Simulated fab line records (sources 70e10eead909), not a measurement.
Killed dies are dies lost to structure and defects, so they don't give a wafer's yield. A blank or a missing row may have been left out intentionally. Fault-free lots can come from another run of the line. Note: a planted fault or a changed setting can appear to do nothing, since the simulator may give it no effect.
fab line records | flow nandHarc
record lots=12 | wafers=36 | lastDay=24
route steps=1159 shown P_ZERO_WELL@27 P_STI@87 P_GATE@132 END@1159
lots with no fault: from the same line, run without faults
startH: the number of hours between the record's first day and the start of the first shown wafer of the lot | waitH: how many hours have passed since the lot's step before this one | " same as the row above | L1.1+2: several wafers, shown together as one row | - no value present, or no start provided | * or withheld: withheld | < > ~ a bound
route shown NAME@n: a module of which the file shows steps, and the number in the route of the first | usual: mean/standard deviation taken from wafers without a fault | same: alike in all rows | chamber/n: place in a boat | sites: each site's reading | _std_site: the values' standard deviation | _edge_site: inner sites' mean taken away from outer sites' mean | radiusMm: for every site, how far away it sits from the centre of the wafer | mask NAME#n: copy n | behind: the tool/chamber that last shaped the wafer | hold: the reason the lot was held/the length of the hold in hours/how it ended | device: transistor that didn't switch, given as n, p or np | end of line: the tests these same wafers got at the end of their route | for a step that has no rows: nothing shown but its recipe | killed: count of dies lost to structure and defects at first sort (not the wafer's yield) | map: shows each die of a wafer: x if killed, . if not, _ if none is there
set.NAME: the setting that was run; set.NAME@STEP: the one run at that earlier step | model.NAME: the simulator's own value behind a step, which no gauge read
a sample of lots followed through the steps of the route, with each step as a table and each wafer as a row
services: when a tool's chamber went out of use (startH, in hours from the record's first day, below 0 if earlier), for how many hours, and the reason
## steps
# step NHARC_P_ZERO_WELL_PEB_22
# recipe pebTempC=118 | pebTimeS=85
# usual heaterPowerTotalW=163.96/0.28 | plateTempC=117.99/0.14
lot.wafer | tool          | chamber | startH | waitH | heaterPowerTotalW | plateTempC
L519.1    | lithoTrack-02 | 0       | 14.49  | 0.1   | 163.92            | 117.92
L519.3    | "             | 0       | "      | "     | 163.63            | 117.94
L519.5    | "             | 0       | "      | "     | 164.21            | 118.16
L520.1    | lithoTrack-02 | 0       | 20.56  | 0.1   | 164.20            | 117.97
L520.2    | "             | 0       | "      | "     | 164.14            | 117.94
L520.3    | "             | 0       | "      | "     | 163.73            | 118.01
L521.2    | lithoTrack-05 | 0       | 26.37  | 0.1   | 164.49            | 117.94
L521.3    | "             | 0       | "      | "     | 163.72            | 117.73
L521.6    | "             | 0       | "      | "     | 163.65            | 117.61
L524.3    | lithoTrack-05 | 0       | 44.43  | 0.1   | 163.71            | 118.02
L524.4    | "             | 0       | "      | "     | 163.67            | 117.93
L524.6    | "             | 0       | "      | "     | 163.69            | 118.19
L525.1    | lithoTrack-02 | 0       | 50.37  | 0.1   | 164.33            | 117.92
L525.4    | "             | 0       | "      | "     | 164.24            | 117.84
L525.5    | "             | 0       | "      | "     | 164.52            | 117.90
L526.1    | lithoTrack-03 | 0       | 56.41  | 0.1   | 164.10            | 117.95
L526.2    | "             | 0       | "      | "     | 163.65            | 118.05
L526.4    | "             | 0       | "      | "     | 163.98            | 117.82
L527.2    | lithoTrack-02 | 0       | 62.54  | 0.1   | 164.45            | 118.06
L527.5    | "             | 0       | "      | "     | 164.06            | 118.14
L527.6    | "             | 0       | "      | "     | 163.93            | 118.37
L532.1    | lithoTrack-02 | 0       | 92.29  | 0.1   | 137.92            | 103.93
L532.5    | "             | 0       | "      | "     | 137.93            | 103.76
L532.6    | "             | 0       | "      | "     | 137.94            | 103.84
L537.4    | lithoTrack-02 | 0       | 122.36 | 0.0   | 138.03            | 103.89
L537.5    | "             | 0       | "      | "     | 137.99            | 103.80
L537.6    | "             | 0       | "      | "     | 137.89            | 103.67
L538.1    | lithoTrack-03 | 0       | 128.24 | 0.1   | 164.05            | 118.13
L538.2    | "             | 0       | "      | "     | 164.16            | 118.28
L538.3    | "             | 0       | "      | "     | 163.55            | 118.13
L539.1    | lithoTrack-05 | 0       | 134.49 | 0.1   | 164.09            | 118.15
L539.2    | "             | 0       | "      | "     | 164.01            | 118.15
L539.3    | "             | 0       | "      | "     | 163.67            | 118.11
L542.1    | lithoTrack-05 | 0       | 152.56 | 0.1   | 163.88            | 117.88
L542.4    | "             | 0       | "      | "     | 164.38            | 117.92
L542.5    | "             | 0       | "      | "     | 164.46            | 117.77
# step NHARC_P_ZERO_WELL_CD_MEAS_24
# recipe targetCdNm=720 | landingEnergyEv=500
# usual cdNm=719.9/2.7
lot.wafer | tool     | chamber | startH | waitH | cdNm
L519.1    | cdSem-02 | 0       | 14.58  | -     | 723.2
L519.3    | "        | 0       | "      | "     | 721.7
L519.5    | "        | 0       | "      | "     | 720.4
L520.1    | cdSem-03 | 0       | 20.65  | -     | 720.6
L520.2    | "        | 0       | "      | "     | 720.6
L520.3    | "        | 0       | "      | "     | 719.1
L521.2    | cdSem-03 | 0       | 26.46  | -     | 719.1
L521.3    | "        | 0       | "      | "     | 716.0
L521.6    | "        | 0       | "      | "     | 714.6
L524.3    | cdSem-02 | 0       | 44.53  | -     | 715.5
L524.4    | "        | 0       | "      | "     | 711.6
L524.6    | "        | 0       | "      | "     | 718.2
L525.1    | cdSem-01 | 0       | 50.47  | -     | 721.4
L525.4    | "        | 0       | "      | "     | 716.5
L525.5    | "        | 0       | "      | "     | 719.2
L526.1    | cdSem-01 | 0       | 56.50  | -     | 724.5
L526.2    | "        | 0       | "      | "     | 724.8
L526.4    | "        | 0       | "      | "     | 722.2
L527.2    | cdSem-03 | 0       | 62.63  | -     | 722.2
L527.5    | "        | 0       | "      | "     | 720.3
L527.6    | "        | 0       | "      | "     | 720.0
L532.1    | cdSem-02 | 0       | 92.38  | -     | 668.6
L532.5    | "        | 0       | "      | "     | 666.4
L532.6    | "        | 0       | "      | "     | 668.3
L537.4    | cdSem-03 | 0       | 122.46 | -     | 671.5
L537.5    | "        | 0       | "      | "     | 670.6
L537.6    | "        | 0       | "      | "     | 665.3
L538.1    | cdSem-02 | 0       | 128.33 | -     | 719.8
L538.2    | "        | 0       | "      | "     | 721.1
L538.3    | "        | 0       | "      | "     | 723.7
L539.1    | cdSem-01 | 0       | 134.58 | -     | 717.4
L539.2    | "        | 0       | "      | "     | 719.5
L539.3    | "        | 0       | "      | "     | 714.5
L542.1    | cdSem-02 | 0       | 152.65 | -     | 716.7
L542.4    | "        | 0       | "      | "     | 714.1
L542.5    | "        | 0       | "      | "     | 715.0
# step NHARC_P_STI_DESCUM_14
# recipe timeS=3 | o2FlowSccm=200 | arFlowSccm=0 | biasPowerW=0 | chemistry=O2
# usual drypumpMotorCurrentA=5.8/0.4 | oesProductAu=1.001/0.016 | rfVppV=57.9/0.92 | showerheadPlenumPTorr=1.92/0.091 | throttleValvePct=11.311/0.0083
lot.wafer | tool       | chamber | startH | waitH | drypumpMotorCurrentA | oesProductAu | rfHoursCounterH | rfVppV | showerheadPlenumPTorr | throttleValvePct
L519.3    | rieDiel-01 | 3       | 35.05  | -     | 5.7                  | 1.004        | 2.0             | 57.2   | 1.79                  | 11.301
L519.1    | "          | 0       | "      | "     | 5.3                  | 0.994        | 1.4             | 56.4   | 1.86                  | 11.312
L519.5    | "          | 0       | "      | "     | 5.3                  | 0.997        | -               | 57.6   | 1.86                  | 11.320
L520.1    | rieDiel-13 | 3       | 42.63  | -     | 5.8                  | 0.989        | 6.8             | 58.9   | 1.78                  | 11.302
L520.3    | "          | 0       | "      | "     | 6.3                  | 0.993        | 7.0             | 59.1   | 2.05                  | 11.300
L520.2    | "          | 1       | "      | "     | 5.3                  | 0.996        | 5.3             | 57.8   | 1.99                  | 11.308
L521.2    | rieDiel-13 | 0       | 50.66  | -     | 6.2                  | 0.989        | 7.3             | 58.1   | 2.05                  | 11.308
L521.3    | "          | 1       | "      | "     | 5.3                  | 1.004        | 5.8             | 58.7   | 1.99                  | 11.324
L521.6    | "          | 1       | "      | "     | 5.4                  | 0.993        | -               | 60.0   | 1.99                  | 11.319
L524.4    | rieDiel-05 | 3       | 67.39  | -     | 6.0                  | 0.980        | 1.8             | 58.6   | 1.94                  | 11.320
L524.3    | "          | 1       | "      | "     | 6.5                  | 0.974        | 2.0             | 58.5   | 1.95                  | 11.310
L524.6    | "          | 3       | "      | "     | 6.0                  | 0.989        | -               | 55.9   | 1.94                  | 11.312
L525.1    | rieDiel-13 | 0       | 67.42  | -     | 6.2                  | 0.990        | 7.7             | 57.4   | 2.05                  | 11.321
L525.4    | "          | 2       | "      | "     | 5.6                  | 1.020        | 5.5             | 58.1   | 1.98                  | 11.312
L525.5    | "          | 0       | "      | "     | 6.2                  | 0.984        | -               | 57.7   | 2.05                  | 11.310
L526.4    | rieDiel-05 | 2       | 77.19  | -     | 5.8                  | 1.022        | 2.4             | 57.9   | 1.84                  | 11.298
L526.2    | "          | 3       | "      | "     | 6.0                  | 0.979        | 2.1             | 59.0   | 1.95                  | 11.312
L526.1    | "          | 0       | "      | "     | 5.0                  | 1.009        | 1.4             | 58.0   | 1.90                  | 11.318
L527.2    | rieDiel-01 | 2       | 83.32  | -     | 5.9                  | 1.019        | 4.5             | 58.5   | 2.04                  | 11.306
L527.5    | "          | 2       | "      | "     | 5.9                  | 1.014        | -               | 60.2   | 2.04                  | 11.316
L527.6    | "          | 3       | "      | "     | 5.8                  | 1.010        | -               | 58.6   | 1.79                  | 11.306
L532.1    | rieDiel-13 | 2       | 113.14 | -     | 5.5                  | 1.025        | 0.2             | 57.3   | 1.98                  | 11.308
L532.5    | "          | 3       | "      | "     | 5.8                  | 0.995        | -               | 58.6   | 1.78                  | 11.325
L532.6    | "          | 0       | "      | "     | 6.2                  | 0.990        | -               | 57.7   | 2.04                  | 11.314
L537.4    | rieDiel-13 | 3       | 143.49 | -     | 5.8                  | 1.008        | -               | 57.4   | 1.78                  | 11.322
L537.5    | "          | 0       | "      | "     | 6.2                  | 0.983        | -               | 58.5   | 2.04                  | 11.296
L537.6    | "          | 1       | "      | "     | 5.4                  | 1.025        | -               | 59.7   | 1.99                  | 11.308
L538.2    | rieDiel-13 | 3       | 148.81 | -     | 5.8                  | 1.004        | 2.9             | 56.3   | 1.78                  | 11.319
L538.3    | "          | 1       | "      | "     | 5.4                  | 1.020        | 3.5             | 58.8   | 1.99                  | 11.300
L538.1    | "          | 2       | "      | "     | 5.6                  | 1.022        | 0.9             | 58.5   | 1.98                  | 11.308
L539.3    | rieDiel-01 | 2       | 157.01 | -     | 5.9                  | 0.986        | 0.4             | 58.1   | 2.03                  | 11.310
L539.2    | "          | 3       | "      | "     | 5.8                  | 0.997        | 0.5             | 58.2   | 1.79                  | 11.311
L539.1    | "          | 1       | "      | "     | 6.1                  | 0.998        | 0.4             | 58.0   | 1.97                  | 11.303
L542.1    | rieDiel-01 | 2       | 173.31 | -     | 5.9                  | 0.999        | 1.1             | 58.6   | 2.03                  | 11.316
L542.4    | "          | 0       | "      | "     | 5.3                  | 1.032        | 1.4             | 57.6   | 1.85                  | 11.297
L542.5    | "          | 3       | "      | "     | 5.8                  | 1.007        | -               | 57.3   | 1.79                  | 11.325
# step NHARC_P_GATE_DEP_103
# recipe targetThkA=300 | targetThkNm=30 | tempC=400 | flowSccm=200 | rfW=350 | material=SiON
# usual heaterPowerW=734/70
lot.wafer | tool     | chamber | startH | waitH | heaterPowerW
L519.3    | pecvd-02 | 2       | 80.69  | 0.4   | 746
L519.1    | "        | 0       | "      | "     | 614
L519.5    | "        | 1       | "      | "     | 753
L520.3    | pecvd-02 | 2       | 93.58  | 0.4   | 763
L520.2    | "        | 0       | "      | "     | 649
L520.1    | "        | 1       | "      | "     | 776
L521.3    | pecvd-02 | 0       | 106.08 | 0.3   | 620
L521.2    | "        | 2       | "      | "     | 755
L521.6    | "        | 1       | "      | "     | 802
L525.1    | pecvd-04 | 0       | 120.59 | 0.6   | 787
L525.4    | "        | 2       | "      | "     | 650
L525.5    | "        | 1       | "      | "     | 721
L524.3    | pecvd-02 | 2       | 121.17 | 0.3   | 787
L524.6    | "        | 2       | "      | "     | 758
L524.4    | "        | 0       | "      | "     | 637
L527.2    | pecvd-03 | 2       | 131.69 | 0.5   | 837
L527.5    | "        | 1       | "      | "     | 764
L527.6    | "        | 2       | "      | "     | 801
L526.2    | pecvd-02 | 1       | 131.87 | 0.5   | 672
L526.1    | "        | 2       | "      | "     | 654
L526.4    | "        | 1       | "      | "     | 698
L532.1    | pecvd-04 | 1       | 163.59 | 0.6   | 756
L532.6    | "        | 1       | "      | "     | 786
L532.5    | "        | 2       | "      | "     | 737
L537.5    | pecvd-03 | 0       | 197.94 | 0.2   | 648
L537.6    | "        | 1       | "      | "     | 819
L537.4    | "        | 2       | "      | "     | 759
L538.2    | pecvd-02 | 1       | 202.44 | 0.4   | 756
L538.3    | "        | 2       | "      | "     | 772
L538.1    | "        | 0       | "      | "     | 686
L539.2    | pecvd-04 | 0       | 209.58 | 0.5   | 799
L539.3    | "        | 1       | "      | "     | 682
L539.1    | "        | 2       | "      | "     | 650
L542.1    | pecvd-04 | 2       | 221.52 | 0.6   | 680
L542.5    | "        | 2       | "      | "     | 678
L542.4    | "        | 1       | "      | "     | 759
# step NHARC_P_GATE_ETCH_32
# recipe targetDepthA=1500 | overEtchFrac=1 | overEtchIonEnergyEv=40 | timeS=100.1 | hbrFlowSccm=150 | cl2FlowSccm=50 | rfW=400 | icpW=400 | biasW=100 | chemistry=HBr/Cl2
# usual drypumpMotorCurrentA=5.7/0.49 | oesProductAu=0.998/0.012 | throttleValvePct=26.406/0.0091
lot.wafer | tool     | chamber | startH | waitH | drypumpMotorCurrentA | oesProductAu | rfHoursCounterH | throttleValvePct
L519.3    | rieSi-06 | 0       | 82.14  | -     | 5.9                  | 0.996        | 0.8             | 26.393
L519.1    | "        | 2       | "      | "     | 6.2                  | 0.998        | 0.6             | 26.418
L519.5    | "        | 0       | "      | "     | 6.0                  | 0.992        | -               | 26.407
L520.3    | rieSi-06 | 3       | 94.78  | -     | 6.1                  | 0.996        | 0.9             | 26.406
L520.1    | "        | 0       | "      | "     | 5.9                  | 0.997        | 0.9             | 26.413
L520.2    | "        | 2       | "      | "     | 6.2                  | 0.993        | 0.7             | 26.405
L521.3    | rieSi-02 | 1       | 107.90 | -     | 5.3                  | 0.993        | 0.5             | 26.408
L521.2    | "        | 3       | "      | "     | 5.1                  | 0.995        | 0.7             | 26.406
L521.6    | "        | 2       | "      | "     | 5.2                  | 1.019        | -               | 26.394
L525.1    | rieSi-02 | 0       | 121.77 | -     | 4.9                  | 0.989        | 0.7             | 26.423
L525.4    | "        | 1       | "      | "     | 5.2                  | 1.004        | 0.7             | 26.414
L525.5    | "        | 1       | "      | "     | 5.2                  | 1.010        | -               | 26.406
L524.4    | rieSi-03 | 1       | 122.51 | -     | 6.0                  | 1.008        | 1.2             | 26.416
L524.3    | "        | 2       | "      | "     | 5.8                  | 0.984        | 1.2             | 26.416
L524.6    | "        | 0       | "      | "     | 6.3                  | 1.012        | -               | 26.410
L527.2    | rieSi-03 | 0       | 133.17 | -     | 6.2                  | 1.014        | 1.5             | 26.425
L527.6    | "        | 2       | "      | "     | 5.8                  | 0.985        | -               | 26.398
L527.5    | "        | 3       | "      | "     | 6.3                  | 0.994        | -               | 26.404
L526.4    | rieSi-03 | 2       | 133.40 | -     | 5.8                  | 0.980        | 1.4             | 26.409
L526.1    | "        | 3       | "      | "     | 6.3                  | 0.991        | 1.4             | 26.409
L526.2    | "        | 0       | "      | "     | 6.2                  | 1.012        | 1.5             | 26.406
L532.1    | rieSi-02 | 1       | 164.86 | -     | 5.2                  | 0.992        | 1.1             | 26.392
L532.5    | "        | 1       | "      | "     | 5.2                  | 0.989        | -               | 26.400
L532.6    | "        | 2       | "      | "     | 5.2                  | 1.029        | -               | 26.407
L537.4    | rieSi-06 | 3       | 199.40 | -     | 6.1                  | 1.006        | 0.1             | 26.405
L537.5    | "        | 0       | "      | "     | 6.0                  | 0.989        | -               | 26.410
L537.6    | "        | 1       | "      | "     | 5.2                  | 0.996        | -               | 26.411
L538.1    | rieSi-02 | 3       | 203.81 | -     | 5.1                  | 0.994        | 1.6             | 26.413
L538.2    | "        | 0       | "      | "     | 4.9                  | 0.981        | 1.4             | 26.396
L538.3    | "        | 1       | "      | "     | 5.2                  | 0.989        | 1.5             | 26.408
L539.3    | rieSi-06 | 0       | 210.91 | -     | 6.0                  | 0.990        | 0.2             | 26.409
L539.1    | "        | 2       | "      | "     | 6.2                  | 1.008        | 0.1             | 26.416
L539.2    | "        | 3       | "      | "     | 6.1                  | 1.001        | 0.2             | 26.420
L542.1    | rieSi-02 | 3       | 222.88 | -     | 5.1                  | 1.008        | 0.0             | 26.409
L542.4    | "        | 1       | "      | "     | 5.2                  | 0.988        | 0.0             | 26.389
L542.5    | "        | 3       | "      | "     | 5.0                  | 1.007        | -               | 26.401
# step NHARC_END_SORT_01
# recipe tempC=25
# usual killedAtArray=28/11 | killedAtOther=0.5/0.87 | killedAtPeriphery=2.9/2.2 | killedDies=32/11 | killedOpen=3.2/1.9 | killedShort=1.8/1.4
# same grossDies=677
lot.wafer | tool      | chamber | startH | waitH | killedAtArray | killedAtOther | killedAtPeriphery | killedDies | killedOpen | killedShort
L532.6    | prober-01 | 0       | 504.73 | 4.0   | 46            | 0             | 2                 | 48         | 3          | 4
L537.5    | prober-01 | 0       | 546.18 | 3.7   | 22            | 0             | 4                 | 26         | 0          | 2
# killed by level:class
L532.6 A_CHANNEL_HOLE_D1:chamberFilmFlake=18 A_SLIT:chamberFilmFlake=15 A_STAIRCASE:chamberFilmFlake=3 A_CONTACT:chamberFilmFlake=3 A_CHANNEL_FILL_D1:geometricParticle:short=2 A_ONON_D1:geometricParticle:short=1 A_CHANNEL_FILL_D1:geometricParticle:open=1 A_WL_FILL:geometricParticle:short=1
L537.5 A_CHANNEL_HOLE_D1:chamberFilmFlake=15 A_CONTACT:chamberFilmFlake=3 P_CONTACT:geometricParticle:short=1 A_BLC:geometricParticle:short=1 P_STI:chamberFilmFlake=1 P_GATE:chamberFilmFlake=1 A_CHANNEL_FILL_D1:chamberFilmFlake=1 A_STAIRCASE:chamberFilmFlake=1
## services
tool          | chamber | startH | hours | kind
rieDiel-01    | 2       | -7.07  | 3.5   | repair
rieDiel-01    | 0       | 0.40   | 9.6   | repair
rieSi-06      | -       | 6.00   | 9.0   | pm
pecvd-04      | -       | 14.02  | 13.0  | pm
rieDiel-13    | 1       | 15.25  | 9.6   | repair
rieDiel-13    | 2       | 20.42  | 9.9   | repair
rieSi-02      | -       | 34.00  | 9.0   | pm
rieDiel-13    | 2       | 35.95  | 10.4  | repair
rieDiel-01    | 1       | 49.00  | 5.7   | repair
rieDiel-13    | 3       | 54.69  | 4.4   | repair
lithoTrack-05 | -       | 62.00  | 7.0   | pm
rieSi-06      | 2       | 62.60  | 7.8   | repair
rieDiel-01    | -       | 74.43  | 0.4   | repair
rieDiel-13    | -       | 87.90  | 2.2   | repair
rieDiel-13    | -       | 99.00  | 9.0   | pm
rieDiel-13    | -       | 119.40 | 0.2   | repair
rieDiel-13    | 2       | 123.77 | 21.7  | repair
rieDiel-13    | 3       | 134.00 | 1.8   | repair
rieDiel-01    | -       | 137.80 | 9.0   | pm
pecvd-02      | -       | 153.01 | 13.0  | pm
rieSi-06      | 3       | 158.56 | 8.5   | repair
lithoTrack-02 | -       | 165.00 | 7.0   | pm
pecvd-02      | -       | 209.51 | 1.1   | repair
rieSi-02      | -       | 211.00 | 9.0   | pm
## key
firstSign step=NHARC_P_ZERO_WELL_PEB_22 | reading=plateTempC | direction=down | sigmas=99+ | usual=* | struck=*
effect step=NHARC_P_ZERO_WELL_PEB_22 | reading=heaterPowerTotalW | direction=down | sigmas=93 | usual=* | struck=*
effect step=NHARC_P_ZERO_WELL_CD_MEAS_24 | reading=cdNm | direction=down | sigmas=19 | usual=719.9 | struck=668.4
metAt NHARC_P_ZERO_WELL_PEB_22
struckLots L532,L537
testerLeftOut L532,L537
notActingAt NHARC_P_STI_DESCUM_14,NHARC_P_GATE_DEP_103,NHARC_P_GATE_ETCH_32
onsetBetween 62.54 92.29
fault kind=processParameterDrift | tool=lithoTrack-02 | chamber=- | onsetH=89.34 | steps=NHARC_P_ZERO_WELL_PEB_22 | channel=pebTempC | offset=* | shape=step | endH=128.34 | actsIn=* | stated=*
# testerLeftOut: of these lots the tester's yield and bins aren't shown, on N5 and GAA mostly nor the transistor test; their killed dies are dies lost to structure and defects alone, not to doping, threshold or leakage, so they don't give the yield
